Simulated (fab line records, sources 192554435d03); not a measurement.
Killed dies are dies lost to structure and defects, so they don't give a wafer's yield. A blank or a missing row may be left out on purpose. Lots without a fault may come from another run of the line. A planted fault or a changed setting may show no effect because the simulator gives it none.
Chamber matching | flow n5_finfet | N5_BEOL_M0_SAQP_SPACER2_ALD_26 on ald_sin-03: 4 sister chambers
The step deposits SiO2, target thk 15 nm, pulse time 1 s, purge time 2 s. 4 wafers are shown with their chamber, then 12 later ones without.

WAFERS WITH THEIR CHAMBER
wafer  | chamber | heater_power_w (W)
L088.6 | 2       | 528
L089.1 | 0       | 512
L089.3 | 3       | 449
L089.4 | 1       | 495

WAFERS WITHOUT THEIR CHAMBER
wafer  | heater_power_w (W)
L090.1 | 454
L090.2 | 519
L090.6 | 446
L094.1 | 496
L094.2 | 514
L094.3 | 444
L094.4 | 499
L094.5 | 523
L094.6 | 447
L097.4 | 512
L097.5 | 493
L097.6 | 514

WHICH CHAMBER EACH WENT THROUGH
wafer  | from the rows above     | in truth
L090.1 | 3                       | 3
L090.2 | can't be placed: 0 or 2 | 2
L090.6 | 3                       | 3
L094.1 | 1                       | 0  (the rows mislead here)
L094.2 | 0                       | 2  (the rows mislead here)
L094.3 | 3                       | 3
L094.4 | 1                       | 1
L094.5 | can't be placed: 2 or 0 | 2
L094.6 | 3                       | 3
L097.4 | 0                       | 0
L097.5 | 1                       | 1
L097.6 | 0                       | 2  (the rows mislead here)
Placed correctly: 7 of 12. Can't be placed from these rows: 2 (the true chamber is among the candidates in 2). Placed wrongly: 3.
How it was worked out, from the rows above alone: a wafer's distance from a chamber is the root of the sum, over the readings, of the square of ((its reading less the chamber's mean) divided by the reading's scatter). The wafer belongs to the nearest chamber; if the next one is less than 2 further off, it can't be placed. A chamber's mean is the mean of its shown wafers. The scatter: with one shown wafer a chamber, the root of the mean of the squares of how far each hidden wafer lies from its nearest shown one.
